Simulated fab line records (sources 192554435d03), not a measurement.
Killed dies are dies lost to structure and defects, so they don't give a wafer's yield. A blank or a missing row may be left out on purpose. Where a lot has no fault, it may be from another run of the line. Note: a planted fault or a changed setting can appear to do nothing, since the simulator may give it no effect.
Shared-tool check + flow n5Finfet + Lots sampled 10, wafers sampled 30

REASON IT WAS OPENED
At N5_BEOL_M4_RC_MEAS_101 the reading RC_N is flagged on 2 of 10 lots. Wafers without a fault read 15.4 ohm.um, standard deviation 0.37.
Rule: flag the lot when none of its wafers has a number, or when each of its wafers that has one lies beyond 4 standard deviations from that mean. As for the other lots, they are considered sound.

| lot  | measured     | on        | RC_N (ohm.um), wafer by wafer | flag    |
|------|--------------|-----------|-------------------------------|---------|
| L743 | day 8 04:59  | prober-02 | 15.5 16.1 15.6                |         |
| L744 | day 8 07:29  | prober-01 | 16.5 15.4 15.7                |         |
| L746 | day 8 13:38  | prober-02 | 14.7 15.2 15.3                |         |
| L747 | day 9 05:44  | prober-01 | 24.4 24.5 26.4                | FLAGGED |
| L750 | day 9 21:27  | prober-02 | 26.8 26.2 25.0                | FLAGGED |
| L752 | day 10 08:41 | prober-02 | 15.3 15.5 15.5                |         |
| L760 | day 12 09:08 | prober-02 | 14.7 14.9 15.1                |         |
| L761 | day 12 22:08 | prober-02 | 15.5 15.8 15.5                |         |
| L765 | day 14 11:01 | prober-02 | 15.3 15.3 15.2                |         |
| L766 | day 15 03:51 | prober-02 | 15.3 16.6 15.1                |         |
The numbers of the flagged lots are 25.6 ohm.um on average: +10.2 ohm.um against the usual, or +27 standard deviations.

TOOL THAT RAN EACH LOT
Before the reading, the record contains 4 process steps out of a 1938-step route. Each cell gives the tool, then ch followed by the chambers the sampled wafers passed through, then the start.
| lot  | flag    | N5_GATE_CUT_VAPOR_ETCH_51        | N5_GATE_CUT_STRIP_21                | N5_MOL_CONTACT_COAG_CONTACT_ETCH_14 | N5_MOL_CONTACT_COAG_ALD_20         |
|------|---------|----------------------------------|-------------------------------------|-------------------------------------|------------------------------------|
| L743 |         | rieMetal-01 ch 0,1, day 4 12:47  | plasmaAsher-01 ch 1, day 4 12:50    | rieDiel-06 ch 0,3, day 4 16:19      | aldMetal-03 ch 0,2, day 4 17:07    |
| L744 |         | rieMetal-03 ch 0,1, day 4 19:32  | plasmaAsher-02 ch 0,1, day 4 19:47  | rieDiel-06 ch 0,1, day 4 23:13      | aldMetal-03 ch 0,1, day 5 00:10    |
| L746 |         | rieMetal-01 ch 0,1, day 5 06:20  | plasmaAsher-02 ch 0,1, day 5 06:28  | rieDiel-06 ch 1,2,3, day 5 10:51    | aldMetal-01 ch 2,3, day 5 11:45    |
| L747 | FLAGGED | rieMetal-01 ch 0,1, day 5 15:31  | plasmaAsher-01 ch 0,1, day 5 15:35  | rieDiel-06 ch 1,2, day 5 21:04      | aldMetal-01 ch 1,2,3, day 5 21:59  |
| L750 | FLAGGED | rieMetal-02 ch 1, day 6 09:20    | plasmaAsher-02 ch 0,1, day 6 09:23  | rieDiel-06 ch 0,2, day 6 12:40      | aldMetal-01 ch 0,3, day 6 13:35    |
| L752 |         | rieMetal-01 ch 0,1, day 6 22:25  | plasmaAsher-01 ch 0,1, day 6 22:28  | rieDiel-01 ch 2,3, day 7 01:57      | aldMetal-03 ch 0,1, day 7 02:49    |
| L760 |         | rieMetal-02 ch 0,1, day 8 21:16  | plasmaAsher-02 ch 0,1, day 8 21:19  | rieDiel-01 ch 0,2,3, day 9 01:16    | aldMetal-03 ch 0,2,3, day 9 02:20  |
| L761 |         | rieMetal-03 ch 1, day 9 07:16    | plasmaAsher-01 ch 0,1, day 9 07:21  | rieDiel-02 ch 1,2,3, day 9 10:45    | aldMetal-01 ch 0,2,3, day 9 11:33  |
| L765 |         | rieMetal-01 ch 1, day 10 04:57   | plasmaAsher-02 ch 0,1, day 10 05:21 | rieDiel-02 ch 0,2,3, day 10 08:43   | aldMetal-03 ch 0,2,3, day 10 12:18 |
| L766 |         | rieMetal-02 ch 0,1, day 10 09:56 | plasmaAsher-02 ch 0,1, day 10 10:08 | rieDiel-01 ch 2,3, day 10 13:43     | aldMetal-03 ch 1,2, day 10 15:52   |
What the steps here do:
- N5_GATE_CUT_VAPOR_ETCH_51: etches HfO2 in BCl3/Cl2.
- N5_GATE_CUT_STRIP_21: strips in N2/H2, time 30 s.
- N5_MOL_CONTACT_COAG_CONTACT_ETCH_14: etches SiO2 in C4F6/O2, target depth 27.5 nm, overetch 8.5 nm, time 20 s.
- N5_MOL_CONTACT_COAG_ALD_20: deposits TiN, target thk 1.5 nm, pulse time 1 s, purge time 3 s.
- N5_BEOL_M4_RC_MEAS_101

FLAGGED AGAINST TOTAL, ONE TOOL AT A TIME (gauges that did the reading follow at the end)
| step                                | tool           | lots run | flagged | share of the flagged lots | sound lots run after its first flagged lot |
|-------------------------------------|----------------|----------|---------|---------------------------|--------------------------------------------|
| N5_GATE_CUT_VAPOR_ETCH_51           | rieMetal-01    | 5        | 1       | some                      | 2 (L752,L765)                              |
| N5_GATE_CUT_VAPOR_ETCH_51           | rieMetal-02    | 3        | 1       | some                      | 2 (L760,L766)                              |
| N5_GATE_CUT_VAPOR_ETCH_51           | rieMetal-03    | 2        | 0       | none                      | -                                          |
| N5_GATE_CUT_STRIP_21                | plasmaAsher-01 | 4        | 1       | some                      | 2 (L752,L761)                              |
| N5_GATE_CUT_STRIP_21                | plasmaAsher-02 | 6        | 1       | some                      | 3 (L760,L765,L766)                         |
| N5_MOL_CONTACT_COAG_CONTACT_ETCH_14 | rieDiel-01     | 3        | 0       | none                      | -                                          |
| N5_MOL_CONTACT_COAG_CONTACT_ETCH_14 | rieDiel-02     | 2        | 0       | none                      | -                                          |
| N5_MOL_CONTACT_COAG_CONTACT_ETCH_14 | rieDiel-06     | 5        | 2       | all                       | 0                                          |
| N5_MOL_CONTACT_COAG_ALD_20          | aldMetal-01    | 4        | 2       | all                       | 1 (L761)                                   |
| N5_MOL_CONTACT_COAG_ALD_20          | aldMetal-03    | 6        | 0       | none                      | -                                          |
| N5_BEOL_M4_RC_MEAS_101              | prober-01      | 2        | 1       | some                      | 0                                          |
| N5_BEOL_M4_RC_MEAS_101              | prober-02      | 8        | 1       | some                      | 5 (L752,L760,L761,L765,L766)               |

WHAT IS ALLOWED BY THE TABLE
rieDiel-06 at N5_MOL_CONTACT_COAG_CONTACT_ETCH_14 and aldMetal-01 at N5_MOL_CONTACT_COAG_ALD_20 are the 2 rows of the table that ran each flagged lot.
- rieDiel-06 at N5_MOL_CONTACT_COAG_CONTACT_ETCH_14: 2 of its 5 lots flagged. Its last sound lot is L746 (day 5 10:51), its first flagged lot L747 (day 5 21:04): a fault that began between those two fits. Its own readings lie more than 4 standard deviations out on every wafer of the flagged lots: rfFwdPowerW, rfVppV.
- aldMetal-01 at N5_MOL_CONTACT_COAG_ALD_20: 2 of its 4 lots flagged. Lots that were sound ran on it after the first flagged one (L761); a persistent fault on the entire tool would not allow that.
rieDiel-06 at N5_MOL_CONTACT_COAG_CONTACT_ETCH_14 is the single tool remaining.

WHAT HAD BEEN PUT IN BY THE SIMULATOR
Drift in process parameters on rieDiel-06 at N5_MOL_CONTACT_COAG_CONTACT_ETCH_14, starting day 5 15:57. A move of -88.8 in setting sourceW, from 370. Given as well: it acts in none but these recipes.
Struck lots among those shown: L747, L750. The rule above reached the same finding.
